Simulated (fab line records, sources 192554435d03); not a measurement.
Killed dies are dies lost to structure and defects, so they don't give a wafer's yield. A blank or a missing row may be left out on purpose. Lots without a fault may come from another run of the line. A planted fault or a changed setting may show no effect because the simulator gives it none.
One fault seen from 2 desks | flow n5_finfet | each desk has only its own numbers; what lay behind them comes last

THE METROLOGY DESK
What the gauges read, lot by lot, whatever tool the lot ran on: means of the sampled wafers that have a number. A lot is out of limits, marked OUT, if its mean lies more than 4 standard deviations from the usual mean; the brackets give that distance. Of its 10 readings 7 are shown: those that lie furthest out on some lot.
Columns: A = DIBL_N at N5_BEOL_M4_RC_MEAS_101, usual 36.4 mV/V; B = DIBL_P at N5_BEOL_M4_RC_MEAS_101, usual 36.6 mV/V; C = IOFF_N at N5_BEOL_M4_RC_MEAS_101, usual 0.155 nA/um; D = IOFF_P at N5_BEOL_M4_RC_MEAS_101, usual 0.211 nA/um; E = SS_P at N5_BEOL_M4_RC_MEAS_101, usual 73.4 mV/dec; F = VT_N at N5_BEOL_M4_RC_MEAS_101, usual 250.1 mV; G = VT_P at N5_BEOL_M4_RC_MEAS_101, usual -250.1 mV
lot  | first seen here | A    | B    | C     | D     | E    | F     | G
L229 | day 8 18:37     | 37.3 | 38.4 | 0.164 | 0.209 | 73.1 | 252.3 | -249.9
L239 | day 11 04:12    | 36.7 | 34.9 | 0.138 | 0.187 | 72.8 | 251.7 | -252.9
L241 | day 11 13:36    | 36.8 | 36.5 | 0.153 | 0.216 | 73.6 | 247.8 | -250.7
L244 | day 12 14:25    | 35.9 | 38.1 | 0.168 | 0.222 | 73.3 | 249.3 | -249.2
L247 | day 13 16:07    | 38.6 | 40.0 | 0.184 | 0.247 | 74.0 | 248.2 | -246.9
This desk's finding: nothing out of limits on any of the 5 lots.

THE TOOL OWNER'S DESK: cmp-02
The tool's own readings at N5_ILD0_CMP_07 (polishes SiO2 flowable, stops on poly-Si, t overpolish 1.18 s, target thk 138.88 nm): means of the sampled wafers that have a number, for each lot that ran on this tool. A lot is out of limits, marked OUT, if its mean lies more than 4 standard deviations from the usual mean; the brackets give that distance.
Columns: A = motor_current_A at N5_ILD0_CMP_07, usual 12.3 A
lot  | first seen here | A
L229 | day 4 09:49     | 12.6
L241 | day 7 11:08     | 11.7
L244 | day 8 05:24     | 12.7
L247 | day 8 19:54     | 11.9
This desk's finding: nothing out of limits on any of the 4 lots.

PUT TOGETHER
The metrology desk saw nothing out of limits.
The tool owner's desk saw nothing out of limits.

WHAT THE SIMULATOR HAD PUT IN
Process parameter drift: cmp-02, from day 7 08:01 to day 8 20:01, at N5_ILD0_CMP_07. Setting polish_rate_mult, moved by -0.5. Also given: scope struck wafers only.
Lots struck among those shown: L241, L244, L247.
